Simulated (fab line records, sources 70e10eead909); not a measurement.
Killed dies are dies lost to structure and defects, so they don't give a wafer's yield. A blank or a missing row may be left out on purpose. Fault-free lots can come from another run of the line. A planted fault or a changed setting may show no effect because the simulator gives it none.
Chamber matching / flow nand harc / 4 sister chambers for NHARC_A_M1_DESCUM_14 on rie diel-10
The step chemistry O2, time 3 s. 8 wafers are shown with their chamber, then 8 later ones without.

WAFERS, EACH WITH ITS CHAMBER
wafer=L082.1; chamber=0; drypump motor current A (A)=6.0; oes product au (a.u.)=1.011
wafer=L090.1; chamber=3; drypump motor current A (A)=6.0; oes product au (a.u.)=1.000
wafer=L090.3; chamber=0; drypump motor current A (A)=6.1; oes product au (a.u.)=1.001
wafer=L088.5; chamber=3; drypump motor current A (A)=5.9; oes product au (a.u.)=0.987
wafer=L091.2; chamber=2; drypump motor current A (A)=5.8; oes product au (a.u.)=0.998
wafer=L091.4; chamber=1; drypump motor current A (A)=6.0; oes product au (a.u.)=0.995
wafer=L091.6; chamber=1; drypump motor current A (A)=5.9; oes product au (a.u.)=1.001
wafer=L093.3; chamber=2; drypump motor current A (A)=5.8; oes product au (a.u.)=1.023

WAFERS WITHOUT THEIR CHAMBER
wafer=L093.5; drypump motor current A (A)=5.8; oes product au (a.u.)=1.021
wafer=L093.6; drypump motor current A (A)=6.0; oes product au (a.u.)=1.012
wafer=L095.1; drypump motor current A (A)=6.0; oes product au (a.u.)=1.004
wafer=L095.5; drypump motor current A (A)=6.0; oes product au (a.u.)=0.996
wafer=L095.6; drypump motor current A (A)=5.7; oes product au (a.u.)=1.001
wafer=L097.1; drypump motor current A (A)=5.8; oes product au (a.u.)=1.009
wafer=L097.3; drypump motor current A (A)=6.0; oes product au (a.u.)=0.998
wafer=L097.6; drypump motor current A (A)=6.0; oes product au (a.u.)=0.993

THE CHAMBER EACH PASSED THROUGH
wafer=L093.5; from the rows above=2; in truth=2
wafer=L093.6; from the rows above=can't be placed: 0 or 1 or 3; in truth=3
wafer=L095.1; from the rows above=can't be placed: 0 or 1 or 3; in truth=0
wafer=L095.5; from the rows above=can't be placed: 1 or 3 or 0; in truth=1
wafer=L095.6; from the rows above=2; in truth=2
wafer=L097.1; from the rows above=2; in truth=2
wafer=L097.3; from the rows above=can't be placed: 1 or 3 or 0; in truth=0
wafer=L097.6; from the rows above=can't be placed: 3 or 1 or 0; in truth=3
3 of 8 placed correctly. From these rows, 5 cannot be placed; in 5 the true chamber is one of the candidates. Placed wrongly: 0.
How it was worked out, from the rows above alone: a wafer's distance from a chamber is the root of the sum, over the readings, of the square of ((its reading less the chamber's mean) divided by the reading's scatter). The wafer belongs to the nearest chamber; if the next one is less than 2 further off, it can't be placed. Each chamber's mean is taken over the wafers shown for it. The scatter: take each reading less its chamber's mean, square it, sum over the shown wafers, divide by the number of wafers less the number of chambers, and take the root.
